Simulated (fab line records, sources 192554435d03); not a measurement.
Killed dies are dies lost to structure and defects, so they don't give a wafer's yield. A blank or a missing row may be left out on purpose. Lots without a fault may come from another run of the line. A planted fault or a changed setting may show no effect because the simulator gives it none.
fab line records | flow n5_finfet
record lots=4 wafers=12 last_day=18
route steps=1938 shown BEOL_M3@1011 BEOL_M4@1021 PASSIVATION@1936
lots that met no fault: from a run of the same line without faults
start_h: hours from the record's first day to the start of the lot's first wafer shown | wait_h: hours since the lot's step before | " the same as in the row above | L1.1+2: a row that stands for several wafers | - no value, or no start given | * or withheld: withheld | < > ~ a bound
route shown NAME@n: a module of which the file shows steps, and the number in the route of the first | usual: mean/standard deviation of fault-free wafers | same: alike in all rows | chamber/n: place in a boat | sites: the reading at each site | _std_site: their standard deviation | _edge_site: outer sites' mean less inner sites' | radius_mm: how far each site lies from the wafer's centre | mask NAME#n: copy n | behind: the tool/chamber that last shaped the wafer | hold: why the lot was held/for how many hours/how that ended | device: the transistor (n, p or np) that didn't switch | end of line: the same wafers' tests at the end of the route | a step without rows: its recipe alone | killed: dies lost to structure and defects at the first sort, not the wafer's yield | map: a wafer's dies, x killed, . not, _ none there
set.NAME: the setting as run; set.NAME@STEP: as run at that earlier step | model.NAME: the simulator's own value behind a step, which no gauge read
lots at some steps of the route; a table a step, a row a wafer
services: from which hour (start_h, from the record's first day; less than 0 if before it) a tool's chamber was out of use, for how many hours, and why
## steps
# step N5_BEOL_M3_ECD_50
# recipe material=Cu target_thk_a=3000
# step N5_BEOL_M3_ANNEAL_51
# recipe temp_c=225 time_s=90 ambient=N2
# step N5_BEOL_M3_CMP_52
# recipe stop_on=SiOC t_overpolish_s=6.8 down_force_psi=1 platen_rpm=50 clearing_platen_down_force_psi=1.5 clearing_platen_rpm=50 post_cmp_clean=cu_alkaline target_thk_nm=40 clearing_platen_pad_velocity_m_s=0.99484 pad_velocity_m_s=0.99484
# step N5_BEOL_M3_PRE_CLEAN_60
# recipe gas=NH3/H2 time_s=15 temp_c=* rf_power_w=300
# step N5_BEOL_M3_CO_CAP_55
# recipe material=Co target_thk_a=20 temp_c=200 precursor=CCTBA/H2 pressure_torr=30 time_s=102.1
# step N5_BEOL_M3_PRE_CLEAN_56
# recipe gas=NH3 time_s=15 temp_c=withheld rf_power_w=300
# step N5_BEOL_M3_DEP_57
# recipe material=SiCN target_thk_a=80 temp_c=withheld precursor=3MS/NH3 pressure_torr=3 rf_w=202 time_s=14
# step N5_BEOL_M4_ILD_DEP_00
# recipe material=SiOC target_thk_a=790 temp_c=350 precursor=DEMS/O2 pressure_torr=5 rf_w=500 time_s=15.3
# step N5_BEOL_M4_PECVD_72
# recipe material=SiO2 target_thk_a=160 temp_c=400 precursor=TEOS/O2 pressure_torr=5.5 rf_w=450 teos_flow_sccm=53.8 gas=O2 flow_sccm=3000 time_s=18
# usual heater_power_outer_w=427/80 heater_power_w=707/95 showerhead_plenum_p_Torr=8.83/0.083 susceptor_temp_C=400.01/0.21 throttle_valve_pct=22.1/1.6
# columns lot.wafer tool chamber start_h wait_h heater_power_outer_w heater_power_w showerhead_plenum_p_Torr since_wet_clean_h susceptor_temp_C throttle_valve_pct model.SiO2_of_BEOL_M4_PECVD_72.thk_nm
L663.2 pecvd-04 1 203.23 0.0 442 701 8.68 1813 399.74 21.8 15.8
L663.3 " 0 " " 402 644 8.86 1088 400.01 23.3 16
L663.6 " 0 " " 384 662 8.86 - 400.09 23.4 16.2
L661.1 pecvd-04 2 205.95 0.0 470 717 8.87 337 366.31 21.6 19.2
L661.3 " 0 " " 298 510 8.85 1091 366.33 23.3 19.2
L661.5 " 2 " " 464 728 8.83 - 366.06 21.5 19.8
L668.1 pecvd-04 1 239.99 0.0 333 570 8.67 1850 366.34 21.5 19.4
L668.2 " 0 " " 322 537 8.86 1125 366.16 23.5 19.4
L668.5 " 0 " " 323 541 8.83 - 366.03 23.1 19.8
L678.3 pecvd-01 2 297.03 0.0 444 708 8.85 66 400.31 20.7 15.8
L678.4 " 1 " " 372 630 8.98 - 400.35 24.5 16.4
L678.5 " 2 " " 447 714 8.84 - 400.26 20.3 16
# step N5_BEOL_M4_HM_DEP_02
# recipe material=TiN target_thk_a=200 temp_c=25 chamber_pressure_pa=0.49996
# step N5_BEOL_M4_COAT_61
# recipe resist=SOC temp_c=250 time_s=60 spin_rpm=1500 resist_thk_nm=60
# step N5_BEOL_M4_COAT_62
# recipe resist=SiARC temp_c=220 time_s=60 spin_rpm=1500 resist_thk_nm=12
# step N5_BEOL_M4_COAT_73
# recipe resist=underlayer temp_c=205 time_s=60 spin_rpm=1500 resist_thk_nm=5
# step N5_BEOL_M4_COAT_05
# recipe resist=CAR-EUV spin_rpm=1500 resist_thk_nm=30
# step N5_BEOL_M4_EBR_07
# recipe solvent=PGMEA ebr_width_mm=1.5
# step N5_BEOL_M4_SOFTBAKE_06
# recipe temp_c=110 time_s=60 resist=CAR-EUV
# step N5_BEOL_M4_EXPOSE_08
# recipe mask_id=M4 na=0.33 source_shape=dipole sigma_inner=0.369 sigma_outer=0.767 polarization=unpolarized dose_mj=41.25
# step N5_BEOL_M4_PEB_09
# recipe peb_temp_c=100 peb_time_s=60 resist=CAR-EUV
# step N5_BEOL_M4_DEVELOP_10
# recipe develop_time_s=30 developer=TMAH resist=CAR-EUV rinse_liquid=surfactant_rinse dry=air_spin dev_temp_c=23
# step N5_BEOL_M4_DESCUM_16
# recipe chemistry=O2 time_s=7 source_power_w=50 bias_power_w=20 pressure_mtorr=20 rf_frequency_hz=2.712e+07 temp_c=40 resist=CAR-EUV o2_flow_sccm=225
# step N5_BEOL_M4_ETCH_74
# recipe chemistry=N2/H2 target=underlayer target_depth_a=65 mask_material=CAR-EUV time_s=5.2 ion_energy_ev=200 pressure_mtorr=30 source_w=840 bias_w=150 n2_flow_sccm=200 h2_flow_sccm=200 ends=cleared
# step N5_BEOL_M4_ETCH_63
# recipe chemistry=CF4 target=SiARC target_depth_a=156 mask_material=CAR-EUV time_s=26 ion_energy_ev=80 pressure_mtorr=40 source_w=545 bias_w=36 Ar_flow_sccm=100 cf4_flow_sccm=100 ends=cleared
# step N5_BEOL_M4_ETCH_64
# recipe chemistry=N2/H2 target=SOC target_depth_a=750 overetch_a=225 mask_material=SiARC temp_c=40 time_s=121.9 ion_energy_ev=200 pressure_mtorr=30 source_w=840 bias_w=150 n2_flow_sccm=200 h2_flow_sccm=200
# step N5_BEOL_M4_STRIP_65
# recipe chemistry=N2/H2 temp_c=40 n2_flow_sccm=200 h2_flow_sccm=200 rf_frequency_hz=6e+07
# step N5_BEOL_M4_STRIP_75
# recipe chemistry=N2/H2 temp_c=40 n2_flow_sccm=200 h2_flow_sccm=200 rf_frequency_hz=6e+07
# step N5_BEOL_M4_STRIP_66
# recipe chemistry=CF4 resist=SiARC power_w=300 bias_power_w=75 pressure_mtorr=50 cf4_flow_sccm=150 rf_frequency_hz=6e+07
# step N5_BEOL_M4_HM_OPEN_17
# recipe chemistry=Cl2/BCl3 target_depth_a=200 overetch_a=60 target=TiN mask_material=SOC ion_energy_ev=150 pressure_mtorr=10 icp_w=1000 bias_w=126 Cl2_flow_sccm=53.25 bcl3_flow_sccm=21.75 Ar_flow_sccm=25
# step N5_BEOL_M4_STRIP_19
# recipe chemistry=O2 power_w=400 temp_c=40 pressure_mtorr=30 rf_frequency_hz=6e+07 bias_power_w=0 overash_fraction=0.2 o2_flow_sccm=225
# step N5_BEOL_M4_COAT_67
# recipe resist=SOC temp_c=250 time_s=60 spin_rpm=1500 resist_thk_nm=60
# step N5_BEOL_M4_COAT_68
# recipe resist=SiARC temp_c=220 time_s=60 spin_rpm=1500 resist_thk_nm=12
# step N5_BEOL_M4_COAT_76
# recipe resist=underlayer temp_c=205 time_s=60 spin_rpm=1500 resist_thk_nm=5
# step N5_BEOL_M4_COAT_22
# recipe resist=CAR-EUV spin_rpm=1500 resist_thk_nm=30
# step N5_BEOL_M4_EBR_24
# recipe solvent=PGMEA ebr_width_mm=1.5
# step N5_BEOL_M4_SOFTBAKE_23
# recipe temp_c=110 time_s=60 resist=CAR-EUV
# step N5_BEOL_M4_HM_STRIP_39
# recipe chemistry=peroxide_tin_strip material=TiN target_depth_a=250 temp_c=50 time_s=158
# usual temp_c=49.99/0.11
# columns lot.wafer tool chamber start_h wait_h temp_c model.SiO2_of_BEOL_M4_PECVD_72.thk_nm
L663.2 wet_bench-01 1 234.97 0.0 49.86 15.8
L663.3 " 0 " " 50.08 16
L663.6 " 2 " " 50.01 16
L661.1 wet_bench-04 5 237.98 0.0 49.71 19
L661.3 " 6 " " 50.26 19
L661.5 " 3 " " 49.88 19.6
L668.1 wet_bench-02 2 268.64 0.0 50.00 19.2
L668.2 " 7 " " 49.86 19.2
L668.5 " 4 " " 49.99 19.6
L678.3 wet_bench-04 1 323.47 0.0 50.03 15.8
L678.4 " 7 " " 50.05 16.2
L678.5 " 2 " " 49.80 15.8
# step N5_BEOL_M4_CMP_52
# recipe stop_on=SiOC t_overpolish_s=6.8 down_force_psi=1 platen_rpm=50 clearing_platen_down_force_psi=1.5 clearing_platen_rpm=50 post_cmp_clean=cu_alkaline target_thk_nm=40 clearing_platen_pad_velocity_m_s=0.99484 pad_velocity_m_s=0.99484
# usual barrier_field_endpoint_s=24.5/0.58 motor_current_A=6.2/0.55
# columns lot.wafer tool chamber start_h wait_h barrier_field_endpoint_s motor_current_A
L663.2 cmp-03 2 238.52 0.2 24.7 5.6
L663.3 " 1 " " 24.8 5.8
L663.6 " 3 " " 24.9 5.6
L661.1 cmp-03 0 241.70 0.3 29.1 6.0
L661.3 " 1 " " 28.8 5.8
L661.5 " 2 " " 28.4 5.5
L668.2 cmp-02 1 272.37 0.2 28.9 7.0
L668.1 " 3 " " 28.6 7.0
L668.5 " 1 " " 29.0 6.9
L678.4 cmp-04 0 326.63 0.2 25.0 5.4
L678.3 " 2 " " 24.0 6.5
L678.5 " 0 " " 24.7 5.7
# step N5_BEOL_M4_RC_MEAS_101
# usual DIBL_N=35.8/1.7 DIBL_P=35.3/2 IOFF_N=0.150/0.026 IOFF_P=0.194/0.029 ION_N=667/11 ION_P=456/7.1 SS_N=71.4/0.65 SS_P=73.1/0.64 VT_N=251/3 VT_P=-252/3.2
# columns lot.wafer tool chamber start_h wait_h DIBL_N[mV/V] DIBL_P[mV/V] IOFF_N[nA/um] IOFF_P[nA/um] ION_N[uA/um] ION_P[uA/um] SS_N[mV/dec] SS_P[mV/dec] VT_N[mV] VT_P[mV]
L663.2 prober-02 0 239.28 0.2 33.8 36.5 0.127 0.164 667 454 71.2 73.3 253 -257
L663.3 " 0 " " 35.6 37.6 0.156 0.179 669 458 71.8 73.0 251 -255
L663.6 " 0 " " 33.1 35.3 0.128 0.163 663 457 71.4 72.1 252 -255
L661.1 prober-01 0 242.34 0.0 36.9 37.8 0.179 0.212 673 457 71.9 73.9 245 -250
L661.3 " 0 " " 34.6 34.3 0.137 0.184 660 452 70.8 72.6 251 -254
L661.5 " 0 " " 37.1 36.9 0.160 0.201 660 451 71.5 73.7 248 -252
L668.1 prober-01 0 272.94 0.0 34.8 33.6 0.120 0.192 652 457 70.5 73.7 255 -247
L668.2 " 0 " " 35.2 34.7 0.132 0.202 664 460 71.2 73.4 255 -250
L668.5 " 0 " " 33.9 32.6 0.111 0.176 662 458 71.1 73.0 255 -250
L678.3 prober-02 0 327.51 0.3 37.2 37.2 0.165 0.194 671 452 72.0 73.4 253 -255
L678.4 " 0 " " 35.3 34.5 0.134 0.157 660 449 72.2 73.7 254 -255
L678.5 " 0 " " 36.5 35.8 0.159 0.191 658 443 72.0 73.5 253 -253
# step N5_PASSIVATION_PROBE_49
# usual defect_limited_yield=91.5/1.4 killed_at_M0_to_M3=34/11 killed_at_M4_up=15/6 killed_at_contacts=11/5.9 killed_at_front_end=37/11 killed_at_other=3.6/2.9 killed_dies=101/17 killed_open=66/12 killed_short=33/7.8 sort_bin_5_function=5.0/0.97 sort_bin_6_memory=3.2/0.65 sort_n_pass=1079/17 sort_yield_pct=91.4/1.4
# same gross_dies=1180 killed_at_back_side=0 sort_bin_4_leakage[%]=0 sort_bin_8_speed[%]=0
# columns lot.wafer tool chamber start_h wait_h defect_limited_yield[%] killed_at_M0_to_M3 killed_at_M4_up killed_at_contacts killed_at_front_end killed_at_other killed_dies killed_open killed_short sort_bin_5_function[%] sort_bin_6_memory[%] sort_n_pass sort_yield_pct[%]
L663.2 prober-01 - 337.92 0.1 91.4 32 7 14 47 1 101 76 24 4.7 3.6 1079 91.4
L663.3 prober-01 - 337.97 0.1 92.2 24 16 7 43 2 92 62 27 4.7 2.8 1088 92.2
L663.6 prober-01 - 338.12 0.3 91.5 26 7 7 58 2 100 60 38 4.3 3.6 1080 91.5
# killed by level:class
L663.2 STI_FIN_REVEAL:geometric_particle:open=12 MOL_CONTACT_COAG:geometric_particle:open=12 BEOL_M0_SAQP:geometric_particle:open=7 BEOL_M0_SAQP:geometric_particle:short=7 BEOL_M1:geometric_particle:open=7 DUMMY_GATE:geometric_particle:open=5 ILD0:geometric_particle:open=5 GATE_CUT:geometric_particle:open=5
L663.3 BEOL_M2:geometric_particle:open=10 FIN_SAQP:geometric_particle:short=9 DUMMY_GATE:geometric_particle:open=9 STI_FIN_REVEAL:geometric_particle:open=8 FIN_SAQP:geometric_particle:open=6 BEOL_M0_SAQP:geometric_particle:short=6 BEOL_M4:geometric_particle:open=5 BEOL_M6:geometric_particle:open=5
L663.6 STI_FIN_REVEAL:geometric_particle:open=13 FIN_SAQP:geometric_particle:short=7 DUMMY_GATE:geometric_particle:open=6 GATE_CUT:geometric_particle:short=6 MOL_CONTACT_COAG:geometric_particle:open=6 BEOL_M0_SAQP:geometric_particle:short=5 GATE_CUT:geometric_particle:open=5 BEOL_M0_SAQP:geometric_particle:open=5
## services
# columns tool chamber start_h hours kind
cmp-03 - 193.45 7.5 pm
pecvd-01 - 195.97 1.0 repair
pecvd-01 0 199.32 2.1 scheduled_down
pecvd-01 2 202.38 - clean
pecvd-01 2 202.38 - consumable_replace:showerhead
pecvd-01 2 202.38 29.0 scheduled_down
pecvd-01 2 202.38 29.0 vent_cycle
cmp-04 - 210.22 3.0 repair
cmp-03 - 212.44 7.1 pm
cmp-02 - 220.30 7.3 pm
cmp-04 - 222.11 5.8 pm
pecvd-01 - 227.82 5.1 repair
cmp-02 - 231.15 6.5 repair
cmp-02 - 238.36 4.0 pm
cmp-02 - 242.36 - consumable_replace:conditioner
cmp-02 - 242.36 - consumable_replace:pad
cmp-03 - 246.75 0.9 repair
pecvd-04 0 248.19 5.5 scheduled_down
cmp-04 - 254.38 2.5 repair
pecvd-04 0 263.69 2.1 scheduled_down
cmp-03 - 265.61 2.3 repair
cmp-03 - 273.08 2.2 repair
pecvd-01 - 284.69 6.0 pm
pecvd-04 2 294.97 5.5 scheduled_down
## key
first_sign step=N5_BEOL_M4_PECVD_72 reading=susceptor_temp_C direction=down sigmas=99+ usual=* struck=*
effect step=N5_BEOL_M4_CMP_52 reading=barrier_field_endpoint_s direction=up sigmas=7.4 usual=24.5 struck=28.8
model_effect step=N5_BEOL_M4_PECVD_72 value=SiO2_of_BEOL_M4_PECVD_72.thk_nm without=16.13 struck=19.47
model_effect step=N5_BEOL_M4_HM_STRIP_39 value=SiO2_of_BEOL_M4_PECVD_72.thk_nm without=15.97 struck=19.27
met_at N5_BEOL_M4_PECVD_72
struck_wafers L661.1,L661.3,L661.5,L668.1,L668.2,L668.5
onset_between 203.23 205.95
fault kind=process_parameter_drift tool=pecvd-04 chamber=- onset_h=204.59 steps=N5_BEOL_M4_PECVD_72 channel=temp_c offset=* shape=step end_h=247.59 acts_in=* stated=*
